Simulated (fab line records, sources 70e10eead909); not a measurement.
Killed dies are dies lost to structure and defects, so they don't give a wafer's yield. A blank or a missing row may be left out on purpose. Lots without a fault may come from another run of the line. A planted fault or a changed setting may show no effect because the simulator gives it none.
A struck lot beside a sound one | flow nand_harc | 15 steps out of a route of 1302
Sound: wafers L252.3, L252.5, L252.6. Struck: wafers L254.1, L254.2, L254.4. The cause comes at the end.
At each step with rows: each side's tool, then ch and its chambers, then its first start. Under that, the readings that differ: sound wafers | struck wafers | difference of the means | sigmas: that difference in standard deviations of wafers without a fault.
alike: readings whose means differ by less than 2 such deviations, and words and numbers that are the same on both sides. not compared: withheld readings, readings that some wafer has no value for, bounds like >300 that may hide the same value, and numbers for which the record gives no deviation and whose values overlap.
The two part at a step that has a row with sigmas, a row that says differs or no value, or rows on one side only. Numbers that don't overlap but have no deviation are shown without sigmas and don't part them. A reading that every wafer of one side lacks parts them only if that side has two wafers or more.

first, 6 steps without rows for these wafers: NHARC_A_DECK1_JOINT_CVD_34 (deposits SiNx, target thk 20 nm); NHARC_A_DECK1_JOINT_DEP_06 (deposits SiOx, target thk 80 nm); NHARC_A_DECK1_JOINT_CURE_26 (time 32 s); NHARC_A_DECK1_JOINT_ANNEAL_27 (time 3600 s); NHARC_A_DECK1_JOINT_ANNEAL_28 (time 1800 s); NHARC_A_DECK1_JOINT_ANNEAL_29 (time 1800 s).
NHARC_A_DECK1_JOINT_CMP_02: polishes SiOx.
  sound on cmp-01 ch 0,1,3, day 15 14:50; struck on cmp-01 ch 0,1,3, day 16 18:34
  alike: motor_current_A
then, 1 step without rows for these wafers: NHARC_A_DECK1_JOINT_SRD_15.
NHARC_A_DECK1_JOINT_DEP_16: deposits SiO2, target thk 45 nm.
  sound on pecvd-02 ch 1,2, day 15 15:10; struck on pecvd-02 ch 0,1, day 16 18:59
  alike: heater_power_w, rf_fwd_power_W, throttle_valve_pct
NHARC_A_DECK1_JOINT_THK_MEAS_17: measures by ellipsometry.
  sound on film_metro-01, day 15 15:26; struck on film_metro-01, day 16 19:14
  alike: thk_nm
NHARC_A_DECK1_JOINT_INSPECT_05:
  sound on defect_inspect-01, day 15 15:28; struck on defect_inspect-02, day 16 19:16
  alike: raw_defect_count
NHARC_A_ONON_D2_DEP_00: target thk 1000 nm.
  sound on pecvd_onon-03 ch 0, day 15 15:40; struck on pecvd_onon-03 ch 0, day 16 19:20
  reading               | sound             | struck            | difference | sigmas
  sih4_flow_sccm (sccm) | 210.4 210.7 211.6 | 209.2 209.6 209.4 | -1.5       | -2
  alike: n2o_flow_sccm
NHARC_A_ONON_D2_THK_MEAS_02: measures by ellipsometry.
  sound on film_metro-02, day 15 16:03; struck on film_metro-01, day 16 19:51
  reading     | sound          | struck         | difference | sigmas
  thk_nm (nm) | 1009 1009 1007 | 1610 1608 1609 | +601       | +60
then, 1 step without rows for these wafers: NHARC_A_ONON_D2_DEP_03 (target thk 1000 nm).
-- the record jumps here: 12 days lie between the struck wafers' starts before and after (it left off in module A_ONON_D2 and takes up again in module END, whose first step shown is number 1302 of the route) --
NHARC_END_SORT_01:
  the record has rows for the struck wafers here (prober-02 ch 0, day 28 10:26) and none for the sound ones

WHERE THEY PART
First at NHARC_A_ONON_D2_DEP_00; last, within this record, at NHARC_END_SORT_01.

WHY: what the simulator had put in
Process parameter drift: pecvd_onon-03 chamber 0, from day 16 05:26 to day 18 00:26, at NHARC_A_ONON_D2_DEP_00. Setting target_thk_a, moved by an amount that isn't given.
